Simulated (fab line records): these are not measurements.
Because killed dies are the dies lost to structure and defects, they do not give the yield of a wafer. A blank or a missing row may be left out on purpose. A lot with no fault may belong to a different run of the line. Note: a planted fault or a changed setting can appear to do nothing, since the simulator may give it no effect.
fab line records -- flow n5-finfet
record: lots: 7, wafers: 21
route steps=1938 shown ILD0@338 GATE_CUT@466 MOL_CONTACT_COAG@567 BEOL_M0_SAQP@686 BEOL_M1@783
start-h: hours from the record's opening day to when the first of the lot's shown wafers began -- wait-h: time in hours since the lot's previous step -- " same as the row above -- L1.1+2: a single row standing in for several wafers -- - value missing, or start not given -- * or withheld: withheld -- < > ~ a bound
route shown NAME@n: NAME is a module with steps in the file, n the number in the route of the first one -- usual: mean/standard deviation taken from wafers without a fault -- same: alike in all rows -- chamber/n: place in a boat -- sites: readings site by site -- _std_site: the values' standard deviation -- _edge_site: inner sites' mean taken away from outer sites' mean -- radius-mm: for every site, how far away it sits from the centre of the wafer -- mask NAME#n: copy n -- behind: the tool/chamber that last shaped the wafer -- hold: cause of the lot's hold/its duration in hours/its outcome -- device: whichever transistor did not switch (one of n, p or np) -- end of line: at the end of the route, the tests of the same wafers -- a step given without rows: its recipe and nothing more -- killed: at the first sort, the dies lost to defects and structure; wafer yield is something else -- map: a wafer's dies, x killed, . not, _ none there
set.NAME: the setting that was run; set.NAME@STEP: the one run at that earlier step -- model.NAME: the simulator's own value behind a step, which no gauge read
lots where settings were altered on purpose, with a table for each step and a row for each wafer
== steps ==
step: N5_ILD0_CMP_03
recipe: stop-on: SiNx, t-overpolish-s: 1.9, post-cmp-clean: alkaline-brush, down-force-psi: 4.1491, platen-rpm: 51.796, pad-velocity-m-s: 1.0306, target-thk-nm: 197.38
usual: time-to-endpoint-s: 70/3.4
lot.wafer,tool,chamber,start-h,wait-h,set.down-force-psi,time-to-endpoint-s
L075.4,cmp-02,1,69.95,0.0,4.1491,66
L075.2,cmp-02,2,69.95,0.0,4.933,60
L075.3,cmp-02,0,69.95,0.0,4.933,58
L077.1,cmp-01,1,80.29,0.1,4.1491,66
L077.4,cmp-01,2,80.29,0.1,3.86,69
L077.3,cmp-01,3,80.29,0.1,4.1491,66
L078.3,cmp-02,0,84.01,0.1,4.1491,70
L078.1,cmp-02,2,84.01,0.1,4.1491,67
L078.6,cmp-02,0,84.01,0.1,4.1491,67
L084.4,cmp-03,0,119.42,0.1,4.1491,76
L084.2,cmp-03,1,119.42,0.1,4.1491,73
L084.6,cmp-03,3,119.42,0.1,4.1491,74
L087.1,cmp-01,1,138.65,0.1,4.1491,69
L087.6,cmp-01,2,138.65,0.1,4.1491,68
L087.5,cmp-01,3,138.65,0.1,4.1491,71
L088.3,cmp-02,3,148.30,0.0,4.1491,70
L088.2,cmp-02,2,148.30,0.0,4.1491,73
L088.6,cmp-02,0,148.30,0.0,4.738,63
L091.1,cmp-03,0,162.59,0.0,4.75,68
L091.4,cmp-03,3,162.59,0.0,4.1491,76
L091.6,cmp-03,1,162.59,0.0,4.1491,76
step: N5_ILD0_ALD_15
recipe: material: SiNx, target-thk-a: 240, temp-c: 400, ald-precursor-family: SiH2I2, ald-co-reactant: N2/H2-plasma, pulse-time-s: 1, ald-cycles: 480, purge-time-s: 2, co-reactant-purge-time-s: 2, pressure-torr: 2
lot.wafer,tool,chamber,start-h,wait-h,set.ald-cycles,model.SiNx_of_ILD0_ALD_15.thk-nm
L075.2,ald-sin-02,0,71.28,0.5,415,20.8
L075.3,ald-sin-02,1,71.28,0.5,480,24.2
L075.4,ald-sin-02,2,71.28,0.5,415,20.6
L077.1+4,ald-sin-03,"2,1",82.24,1.1,480,24
L077.3,ald-sin-03,0,82.24,1.1,525,26.2
L078.1+3,ald-sin-03,"1,0",85.31,0.6,452,22.6
L078.6,ald-sin-03,1,86.39,1.1,480,24
L084.2+4,ald-sin-02,"1,2",120.68,0.5,480,24
L084.6,ald-sin-02,2,121.76,1.1,433,21.6
L087.1,ald-sin-04,0,139.95,0.6,480,24
L087.5+6,ald-sin-04,"2,1",141.04,1.2,480,23.8
L088.2+3,ald-sin-03,"0,3",149.64,0.5,480,24
L088.6,ald-sin-03,2,150.72,1.1,480,23.8
L091.1,ald-sin-03,2,164.04,0.7,480,24
L091.4,ald-sin-03,1,164.04,0.7,515,25.6
L091.6,ald-sin-03,3,165.13,1.2,515,25.8
step: N5_GATE_CUT_ETCH_56
recipe: chemistry: Cl2/Ar, target: TiN, target-depth-a: 216, pressure-mtorr: 10, icp-w: 600, bias-w: 60, Cl2_flow_sccm: 40, Ar_flow_sccm: 60
lot.wafer,tool,chamber,start-h,wait-h,set.icp-w,model.etch.depth-nm
L075.2,rie-metal-03,0,88.31,0.1,600,21.6
L075.3,rie-metal-03,0,88.31,0.1,600,21.32
L075.4,rie-metal-03,1,88.31,0.1,600,21.73
L077.1,rie-metal-02,1,98.88,0.1,600,21.99
L077.3,rie-metal-02,1,98.88,0.1,537.3,20.19
L077.4,rie-metal-02,0,98.88,0.1,600,21.89
L078.1,rie-metal-02,0,102.80,0.1,600,21.74
L078.3,rie-metal-02,0,102.80,0.1,600,21.89
L078.6,rie-metal-02,0,102.80,0.1,600,21.8
L084.2,rie-metal-01,0,137.62,0.1,600,22.24
L084.4,rie-metal-01,1,137.62,0.1,540.7,19.87
L084.6,rie-metal-01,1,137.62,0.1,540.7,19.59
L087.1,rie-metal-01,1,157.30,0.1,600,21.7
L087.5,rie-metal-01,1,157.30,0.1,600,21.46
L087.6,rie-metal-01,0,157.30,0.1,600,22
L088.2,rie-metal-02,1,167.67,0.1,600,21.98
L088.3,rie-metal-02,1,167.67,0.1,628.2,23.1
L088.6,rie-metal-02,0,167.67,0.1,628.2,22.75
L091.1,rie-metal-02,0,180.82,0.1,600,21.85
L091.4,rie-metal-02,1,180.82,0.1,600,22.18
L091.6,rie-metal-02,0,180.82,0.1,651.3,23.39
step: N5_GATE_CUT_ETCH_58
recipe: chemistry: CH3F/O2, target: SiNx, target-depth-a: 170, time-s: 128.6, ion-energy-ev: 50, pressure-mtorr: 30, source-w: 415, bias-w: 21, Ar_flow_sccm: 150, CH3F_flow_sccm: 30, O2_flow_sccm: 20
usual: rf-vpp-V: 99.2/0.99
lot.wafer,tool,chamber,start-h,wait-h,set.source-w,rf-vpp-V,model.etch.depth-nm
L075.2,rie-diel-04,0,88.48,0.0,441.6,98.4,17.49
L075.3,rie-diel-04,2,88.48,0.0,441.6,96.8,17.26
L075.4,rie-diel-04,1,88.48,0.0,415,97.7,17.2
L077.1,rie-diel-04,1,99.05,0.0,345.2,105.8,16.01
L077.3,rie-diel-04,3,99.05,0.0,345.2,105.3,15.67
L077.4,rie-diel-04,0,99.05,0.0,415,98.8,17.1
L078.1,rie-diel-04,0,102.97,0.0,415,99.4,17.12
L078.3,rie-diel-04,1,102.97,0.0,415,97.3,17.04
L078.6,rie-diel-04,3,102.97,0.0,360.8,104.5,15.91
L084.2,rie-diel-03,0,137.80,0.0,346.1,105.1,16.08
L084.4,rie-diel-03,3,137.80,0.0,415,98.7,16.96
L084.6,rie-diel-03,0,137.80,0.0,346.1,105.3,16.04
L087.1,rie-diel-01,2,157.62,0.2,415,98.7,16.87
L087.5,rie-diel-01,0,157.62,0.2,415,98.4,17.2
L087.6,rie-diel-01,3,157.62,0.2,415,100.7,17.53
L088.2,rie-diel-04,0,167.84,0.0,415,100.6,16.97
L088.3,rie-diel-04,2,167.84,0.0,415,100.7,16.71
L088.6,rie-diel-04,1,167.84,0.0,415,99.4,16.88
L091.1,rie-diel-03,0,180.99,0.0,369.3,101.9,16.54
L091.4,rie-diel-03,1,180.99,0.0,369.3,103.0,16.33
L091.6,rie-diel-03,2,180.99,0.0,369.3,104.4,16.33
step: N5_GATE_CUT_CUT_ETCH_53
recipe: chemistry: SF6/Cl2, target: W, mask-material: SiO2, target-depth-a: 792, pressure-mtorr: 8, icp-w: 900, bias-w: 80, SF6_flow_sccm: 40, Cl2_flow_sccm: 60, ends: cleared
usual: etch-rf-on-time-s: 26.2/0.34
lot.wafer,tool,chamber,start-h,wait-h,set.icp-w,etch-rf-on-time-s
L075.2,rie-metal-02,1,92.25,0.1,900,25.8
L075.3,rie-metal-02,0,92.25,0.1,773.1,29.9
L075.4,rie-metal-02,1,92.25,0.1,900,26.1
L077.1,rie-metal-03,0,102.94,0.1,900,26.7
L077.3,rie-metal-03,0,102.94,0.1,1043,23.4
L077.4,rie-metal-03,1,102.94,0.1,1043,23.1
L078.1,rie-metal-01,1,106.90,0.1,900,26.5
L078.3,rie-metal-01,1,106.90,0.1,900,26.6
L078.6,rie-metal-01,0,106.90,0.1,900,25.9
L084.2,rie-metal-01,0,141.60,0.1,754.2,29.8
L084.4,rie-metal-01,0,141.60,0.1,754.2,30.1
L084.6,rie-metal-01,1,141.60,0.1,754.2,30.9
L087.1,rie-metal-02,1,161.81,0.1,900,26.1
L087.5,rie-metal-02,1,161.81,0.1,900,26.0
L087.6,rie-metal-02,0,161.81,0.1,900,26.1
L088.2,rie-metal-02,1,171.82,0.1,900,25.8
L088.3,rie-metal-02,0,171.82,0.1,977.9,24.1
L088.6,rie-metal-02,1,171.82,0.1,900,25.8
L091.1,rie-metal-01,0,184.76,0.1,834.1,27.8
L091.4,rie-metal-01,1,184.76,0.1,900,26.3
L091.6,rie-metal-01,1,184.76,0.1,834.1,28.1
step: N5_MOL_CONTACT_COAG_COAT_78
recipe: resist: CAR-EUV, spin-rpm: 1500, resist-thk-nm: 40
lot.wafer,tool,chamber,start-h,wait-h,set.spin-rpm,model.CAR-EUV_of_MOL_CONTACT_COAG_COAT_78.thk-nm
L075.2+4,litho-track-02,0,-,-,1500,40
L075.3,litho-track-02,0,-,-,1334,42.6
L077.1+3,litho-track-05,0,-,-,1500,40.2
L077.4,litho-track-05,0,-,-,1628,38.4
L078.1+6,litho-track-03,0,-,-,1456,40.8
L078.3,litho-track-03,0,-,-,1500,40.2
L084.2+4,litho-track-03,0,-,-,1500,40.2
L084.6,litho-track-03,0,-,-,1543,39.6
L087.1+5,litho-track-05,0,-,-,1500,39.8
L087.6,litho-track-05,0,-,-,1500,40
L088.2+6,litho-track-03,0,-,-,1500,40.2
L088.3,litho-track-03,0,-,-,1568,39.4
L091.1+6,litho-track-03,0,-,-,1500,40
L091.4,litho-track-03,0,-,-,1375,42
step: N5_MOL_CONTACT_COAG_EXPOSE_81
recipe: mask-id: VG, na: 0.33, source-shape: annular, sigma-inner: 0.3, sigma-outer: 0.7, polarization: unpolarized, defocus-nm: 0, dose-mj: 59.5
lot.wafer,tool,chamber,start-h,wait-h,mask,set.dose-mj
L075.2,euv-scanner-02,0,105.19,-,VG#0,61.87
L075.3+4,euv-scanner-02,0,105.19,-,VG#0,59.5
L077.1+4,euv-scanner-02,0,118.64,-,VG#0,59.5
L077.3,euv-scanner-02,0,118.64,-,VG#0,56.67
L078.1+3+6,euv-scanner-02,0,121.31,-,VG#0,59.5
L084.2+4+6,euv-scanner-01,0,154.32,-,VG#0,59.5
L087.1+5+6,euv-scanner-02,0,174.79,-,VG#0,59.5
L088.2+6,euv-scanner-02,0,189.10,-,VG#0,61.34
L088.3,euv-scanner-02,0,189.10,-,VG#0,59.5
L091.1,euv-scanner-02,0,198.25,-,VG#0,59.5
L091.4+6,euv-scanner-02,0,198.25,-,VG#0,56.47
step: N5_MOL_CONTACT_COAG_PEB_82
recipe: peb-temp-c: 100, peb-time-s: 60, resist: CAR-EUV
step: N5_MOL_CONTACT_COAG_DEVELOP_83
recipe: develop-time-s: 30, developer: TMAH, resist: CAR-EUV, rinse-liquid: surfactant-rinse, dry: air-spin, dev-temp-c: 23
lot.wafer,tool,chamber,start-h,wait-h,set.spin-rpm@MOL_CONTACT_COAG_COAT_78,model.CAR-EUV_of_MOL_CONTACT_COAG_COAT_78.thk-nm
L075.2+4,litho-track-05,0,-,-,1500,39.6
L075.3,litho-track-05,0,-,-,1334,42.2
L077.1+3,litho-track-02,0,-,-,1500,39.6
L077.4,litho-track-02,0,-,-,1628,38
L078.1+6,litho-track-03,0,-,-,1456,40.4
L078.3,litho-track-03,0,-,-,1500,39.8
L084.2,litho-track-05,0,-,-,1500,39.6
L084.4,litho-track-05,0,-,-,1500,39.8
L084.6,litho-track-05,0,-,-,1543,39
L087.1+5+6,litho-track-05,0,-,-,1500,39.4
L088.2,litho-track-03,0,-,-,1500,39.8
L088.3,litho-track-03,0,-,-,1568,39
L088.6,litho-track-03,0,-,-,1500,39.6
L091.1+6,litho-track-02,0,-,-,1500,39.6
L091.4,litho-track-02,0,-,-,1375,41.4
step: N5_MOL_CONTACT_COAG_DESCUM_88
recipe: chemistry: O2, time-s: 7, source-power-w: 50, bias-power-w: 20, pressure-mtorr: 20, rf-frequency-hz: 2.712e+07, temp-c: 40, resist: CAR-EUV, o2-flow-sccm: 225
step: N5_MOL_CONTACT_COAG_ETCH_89
recipe: chemistry: N2/H2, target: underlayer, target-depth-a: 130, mask-material: CAR-EUV, time-s: 10.4, ion-energy-ev: 200, pressure-mtorr: 30, source-w: 840, bias-w: 150, n2-flow-sccm: 200, h2-flow-sccm: 200, ends: cleared
lot.wafer,tool,chamber,start-h,wait-h,set.spin-rpm@MOL_CONTACT_COAG_COAT_78,model.CAR-EUV_of_MOL_CONTACT_COAG_COAT_78.thk-nm
L075.2,rie-diel-05,3,105.48,0.0,1500,24.6
L075.3,rie-diel-05,2,105.48,0.0,1334,27.2
L075.4,rie-diel-05,0,105.48,0.0,1500,24.8
L077.1+3,rie-diel-05,"3,2",118.97,0.0,1500,24.8
L077.4,rie-diel-05,3,118.97,0.0,1628,23
L078.1+6,rie-diel-05,"0,3",121.90,0.0,1456,25.4
L078.3,rie-diel-05,3,121.90,0.0,1500,24.8
L084.2+4,rie-diel-05,1,154.63,0.0,1500,24.8
L084.6,rie-diel-05,3,154.63,0.0,1543,24
L087.1+5,rie-diel-05,"0,1",175.09,0.0,1500,24.4
L087.6,rie-diel-05,0,175.09,0.0,1500,24.6
L088.2,rie-diel-06,2,189.73,0.0,1500,24.8
L088.3,rie-diel-06,0,189.73,0.0,1568,24
L088.6,rie-diel-06,2,189.73,0.0,1500,24.6
L091.1,rie-diel-06,2,198.55,0.0,1500,24.6
L091.4,rie-diel-06,0,198.55,0.0,1375,26.6
L091.6,rie-diel-06,0,198.55,0.0,1500,24.8
step: N5_MOL_CONTACT_COAG_VIA_ETCH_117
recipe: chemistry: C4F6/O2, target-depth-a: 400, overetch-a: 80, mask-material: SOC, target: SiO2, bias-w: 455, pressure-mtorr: 10, time-s: 26, source-w: 325, Ar_flow_sccm: 300, C4F6_flow_sccm: 10, O2_flow_sccm: 10, ion-energy-ev: 575.3, ends: end-point
usual: rf-vpp-V: 1585/15
lot.wafer,tool,chamber,start-h,wait-h,set.bias-w,rf-vpp-V
L075.2,rie-diel-05,1,107.49,0.0,421.9,1507
L075.3,rie-diel-05,3,107.49,0.0,421.9,1479
L075.4,rie-diel-05,2,107.49,0.0,455,1581
L077.1,rie-diel-06,3,120.65,0.0,376.2,1376
L077.3,rie-diel-06,1,120.65,0.0,376.2,1386
L077.4,rie-diel-06,2,120.65,0.0,455,1580
L078.1,rie-diel-02,2,124.20,0.0,455,1613
L078.3,rie-diel-02,0,124.20,0.0,455,1573
L078.6,rie-diel-02,2,124.20,0.0,508.1,1752
L084.2,rie-diel-05,1,156.69,0.0,383.5,1401
L084.4,rie-diel-05,1,156.69,0.0,455,1593
L084.6,rie-diel-05,0,156.69,0.0,455,1580
L087.1,rie-diel-06,0,176.98,0.0,455,1599
L087.5,rie-diel-06,2,176.98,0.0,455,1579
L087.6,rie-diel-06,1,176.98,0.0,455,1599
L088.2,rie-diel-02,3,191.81,0.0,455,1572
L088.3,rie-diel-02,0,191.81,0.0,455,1570
L088.6,rie-diel-02,0,191.81,0.0,401.8,1430
L091.1,rie-diel-02,0,200.68,0.0,455,1572
L091.4,rie-diel-02,0,200.68,0.0,455,1571
L091.6,rie-diel-02,2,200.68,0.0,390.7,1438
step: N5_MOL_CONTACT_COAG_ETCH_124
recipe: chemistry: CH3F/O2, target: SiNx, target-depth-a: 65, mask-material: SOC, stop-on: SiOC, over-etch-frac: 0.3, ion-energy-ev: 120, pressure-mtorr: 30, source-w: 395, bias-w: 73, Ar_flow_sccm: 150, CH3F_flow_sccm: 30, O2_flow_sccm: 20, ends: end-point
usual: rf-vpp-V: 297/3
lot.wafer,tool,chamber,start-h,wait-h,set.source-w,rf-vpp-V
L075.2,rie-diel-05,1,107.52,0.0,340.1,320
L075.3,rie-diel-05,3,107.52,0.0,395,293
L075.4,rie-diel-05,2,107.52,0.0,395,295
L077.1,rie-diel-06,3,120.68,0.0,395,296
L077.3,rie-diel-06,1,120.68,0.0,395,298
L077.4,rie-diel-06,2,120.68,0.0,395,295
L078.1,rie-diel-02,2,124.23,0.0,395,302
L078.3,rie-diel-02,0,124.23,0.0,395,294
L078.6,rie-diel-02,2,124.23,0.0,395,303
L084.2,rie-diel-05,1,156.72,0.0,421.2,290
L084.4,rie-diel-05,1,156.72,0.0,395,297
L084.6,rie-diel-05,0,156.72,0.0,395,296
L087.1,rie-diel-06,0,177.01,0.0,395,300
L087.5,rie-diel-06,2,177.01,0.0,395,296
L087.6,rie-diel-06,1,177.01,0.0,395,300
L088.2,rie-diel-02,3,191.84,0.0,348.6,312
L088.3,rie-diel-02,0,191.84,0.0,395,294
L088.6,rie-diel-02,0,191.84,0.0,395,295
L091.1,rie-diel-02,0,200.71,0.0,376.3,302
L091.4,rie-diel-02,0,200.71,0.0,395,295
L091.6,rie-diel-02,2,200.71,0.0,395,303
step: N5_BEOL_M0_SAQP_EXPOSE_37
recipe: mask-id: M0_CUT1, na: 0.33, source-shape: annular, sigma-inner: 0.35, sigma-outer: 0.8, polarization: unpolarized, target-cd-nm: 30, dose-mj: 44.75
lot.wafer,tool,chamber,start-h,wait-h,mask,set.dose-mj
L075.2+3,euv-scanner-02,0,117.07,-,M0_CUT1#0,44.75
L075.4,euv-scanner-02,0,117.07,-,M0_CUT1#0,43.81
L077.1+4,euv-scanner-02,0,132.22,-,M0_CUT1#0,44.75
L077.3,euv-scanner-02,0,132.22,-,M0_CUT1#0,45.65
L078.1,euv-scanner-02,0,133.79,-,M0_CUT1#0,44.75
L078.3+6,euv-scanner-02,0,133.79,-,M0_CUT1#0,43.46
L084.2+6,euv-scanner-01,0,168.38,-,M0_CUT1#0,44.75
L084.4,euv-scanner-01,0,168.38,-,M0_CUT1#0,45.82
L087.1+5+6,euv-scanner-02,0,186.48,-,M0_CUT1#0,44.75
L088.2+3+6,euv-scanner-01,0,203.50,-,M0_CUT1#0,44.75
L091.1+4+6,euv-scanner-02,0,210.52,-,M0_CUT1#0,44.75
step: N5_BEOL_M0_SAQP_PEB_38
recipe: peb-temp-c: 100, peb-time-s: 60, resist: CAR-EUV
step: N5_BEOL_M0_SAQP_DEVELOP_39
recipe: develop-time-s: 30, developer: TMAH, resist: CAR-EUV, rinse-liquid: surfactant-rinse, dry: air-spin, dev-temp-c: 23
step: N5_BEOL_M0_SAQP_DESCUM_45
recipe: chemistry: O2, time-s: 7, source-power-w: 50, bias-power-w: 20, pressure-mtorr: 20, rf-frequency-hz: 2.712e+07, temp-c: 40, resist: CAR-EUV, o2-flow-sccm: 225
lot.wafer,tool,chamber,start-h,wait-h,set.dose-mj@BEOL_M0_SAQP_EXPOSE_37,model.BEOL_M0_SAQP.cd-nm
L075.2+3,rie-diel-01,"2,1",117.40,0.1,44.75,29.8
L075.4,rie-diel-01,3,117.40,0.1,43.81,29.6
L077.1,rie-diel-03,2,132.69,0.3,44.75,30
L077.3,rie-diel-03,1,132.69,0.3,45.65,30.2
L077.4,rie-diel-03,0,132.69,0.3,44.75,29.8
L078.1,rie-diel-01,2,134.36,0.3,44.75,30
L078.3,rie-diel-01,3,134.36,0.3,43.46,29.4
L078.6,rie-diel-01,2,134.36,0.3,43.46,29.6
L084.2+6,rie-diel-04,"3,2",168.63,0.0,44.75,30
L084.4,rie-diel-04,0,168.63,0.0,45.82,30.4
L087.1+5,rie-diel-04,"1,0",186.74,0.0,44.75,29.8
L087.6,rie-diel-04,2,186.74,0.0,44.75,29.6
L088.2,rie-diel-01,1,203.82,0.1,44.75,30.2
L088.3+6,rie-diel-01,"3,0",203.82,0.1,44.75,30
L091.1+4,rie-diel-04,2,211.65,0.9,44.75,30
L091.6,rie-diel-04,1,211.65,0.9,44.75,30.2
step: N5_BEOL_M1_EXPOSE_25
recipe: mask-id: V0, na: 0.33, source-shape: quasar, sigma-inner: 0.2, sigma-outer: 0.8, polarization: unpolarized, defocus-nm: 5, target-cd-nm: 24, dose-mj: 63
lot.wafer,tool,chamber,start-h,wait-h,mask,set.dose-mj
L075.2+4,euv-scanner-01,0,129.84,-,V0#0,61.82
L075.3,euv-scanner-01,0,129.84,-,V0#0,63
L078.1+6,euv-scanner-02,0,141.04,-,V0#0,63
L078.3,euv-scanner-02,0,141.04,-,V0#0,66.19
L077.1+3+4,euv-scanner-02,0,141.69,-,V0#0,66.04
L084.2+4+6,euv-scanner-02,0,176.15,-,V0#0,63
L087.1+5+6,euv-scanner-01,0,199.55,-,V0#0,63
L088.2+6,euv-scanner-01,0,215.45,-,V0#0,63
L088.3,euv-scanner-01,0,215.45,-,V0#0,67.54
L091.1+6,euv-scanner-02,0,220.40,-,V0#0,58.54
L091.4,euv-scanner-02,0,220.40,-,V0#0,63
step: N5_BEOL_M1_PEB_26
recipe: peb-temp-c: 100, peb-time-s: 60, resist: CAR-EUV
step: N5_BEOL_M1_DEVELOP_27
recipe: develop-time-s: 30, developer: TMAH, resist: CAR-EUV, rinse-liquid: surfactant-rinse, dry: air-spin, dev-temp-c: 23
step: N5_BEOL_M1_CD_MEAS_28
recipe: landing-energy-ev: 500, detector: se-inlens, target-cd-y-nm: 23.3
usual: cd-nm: 23.92/0.22
lot.wafer,tool,chamber,start-h,wait-h,set.dose-mj@BEOL_M1_EXPOSE_25,cd-nm
L075.2,cd-sem-03,0,129.98,-,61.82,23.49
L075.3,cd-sem-03,0,129.98,-,63,24.33
L075.4,cd-sem-03,0,129.98,-,61.82,23.70
L078.1,cd-sem-03,0,141.19,-,63,23.85
L078.3,cd-sem-03,0,141.19,-,66.19,24.98
L078.6,cd-sem-03,0,141.19,-,63,23.87
L077.1,cd-sem-03,0,141.84,-,66.04,24.51
L077.3,cd-sem-03,0,141.84,-,66.04,24.49
L077.4,cd-sem-03,0,141.84,-,66.04,24.69
L084.2,cd-sem-03,0,176.29,-,63,24.15
L084.4,cd-sem-03,0,176.29,-,63,24.23
L084.6,cd-sem-03,0,176.29,-,63,23.97
L087.1,cd-sem-03,0,199.69,-,63,23.59
L087.5,cd-sem-03,0,199.69,-,63,23.84
L087.6,cd-sem-03,0,199.69,-,63,23.81
L088.2,cd-sem-01,0,215.58,-,63,23.75
L088.3,cd-sem-01,0,215.58,-,67.54,25.26
L088.6,cd-sem-01,0,215.58,-,63,23.73
L091.1,cd-sem-01,0,220.55,-,58.54,22.32
L091.4,cd-sem-01,0,220.55,-,63,23.90
L091.6,cd-sem-01,0,220.55,-,58.54,22.15
== key ==
split: step: N5_ILD0_CMP_03, setting: down-force-psi, stated: 4.1491, by: wafer
response: step: N5_ILD0_CMP_03, reading: time-to-endpoint-s, change: *, per: 1%, r: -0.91
split: step: N5_ILD0_ALD_15, setting: ald-cycles, stated: 480, by: wafer
response: step: N5_ILD0_ALD_15, reading: model.SiNx_of_ILD0_ALD_15.thk-nm, change: +0.247, per: 1%, r: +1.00
split: step: N5_GATE_CUT_ETCH_56, setting: icp-w, stated: 600, by: wafer
response: step: N5_GATE_CUT_ETCH_56, reading: model.etch.depth-nm, change: +0.196, per: 1%, r: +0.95
split: step: N5_GATE_CUT_ETCH_58, setting: source-w, stated: 415, by: wafer
response: step: N5_GATE_CUT_ETCH_58, reading: rf-vpp-V, change: -0.393, per: 1%, r: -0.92
response: step: N5_GATE_CUT_ETCH_58, reading: model.etch.depth-nm, change: +0.0681, per: 1%, r: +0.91
split: step: N5_GATE_CUT_CUT_ETCH_53, setting: icp-w, stated: 900, by: wafer
response: step: N5_GATE_CUT_CUT_ETCH_53, reading: etch-rf-on-time-s, change: *, per: 1%, r: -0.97
split: step: N5_MOL_CONTACT_COAG_COAT_78, setting: spin-rpm, stated: 1500, by: wafer
response: step: N5_MOL_CONTACT_COAG_COAT_78, reading: model.CAR-EUV_of_MOL_CONTACT_COAG_COAT_78.thk-nm, change: -0.225, per: 1%, r: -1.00
response: step: N5_MOL_CONTACT_COAG_DEVELOP_83, reading: model.CAR-EUV_of_MOL_CONTACT_COAG_COAT_78.thk-nm, change: -0.213, per: 1%, r: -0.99
response: step: N5_MOL_CONTACT_COAG_ETCH_89, reading: model.CAR-EUV_of_MOL_CONTACT_COAG_COAT_78.thk-nm, change: -0.219, per: 1%, r: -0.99
split: step: N5_MOL_CONTACT_COAG_EXPOSE_81, setting: dose-mj, stated: 59.5, by: wafer
response none clear
split: step: N5_MOL_CONTACT_COAG_VIA_ETCH_117, setting: bias-w, stated: 455, by: wafer
response: step: N5_MOL_CONTACT_COAG_VIA_ETCH_117, reading: rf-vpp-V, change: +11.6, per: 1%, r: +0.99
split: step: N5_MOL_CONTACT_COAG_ETCH_124, setting: source-w, stated: 395, by: wafer
response: step: N5_MOL_CONTACT_COAG_ETCH_124, reading: rf-vpp-V, change: -1.57, per: 1%, r: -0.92
split: step: N5_BEOL_M0_SAQP_EXPOSE_37, setting: dose-mj, stated: 44.75, by: wafer
response: step: N5_BEOL_M0_SAQP_DESCUM_45, reading: model.BEOL_M0_SAQP.cd-nm, change: +0.152, per: 1%, r: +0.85
split: step: N5_BEOL_M1_EXPOSE_25, setting: dose-mj, stated: 63, by: wafer
response: step: N5_BEOL_M1_CD_MEAS_28, reading: cd-nm, change: +0.227, per: 1%, r: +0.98
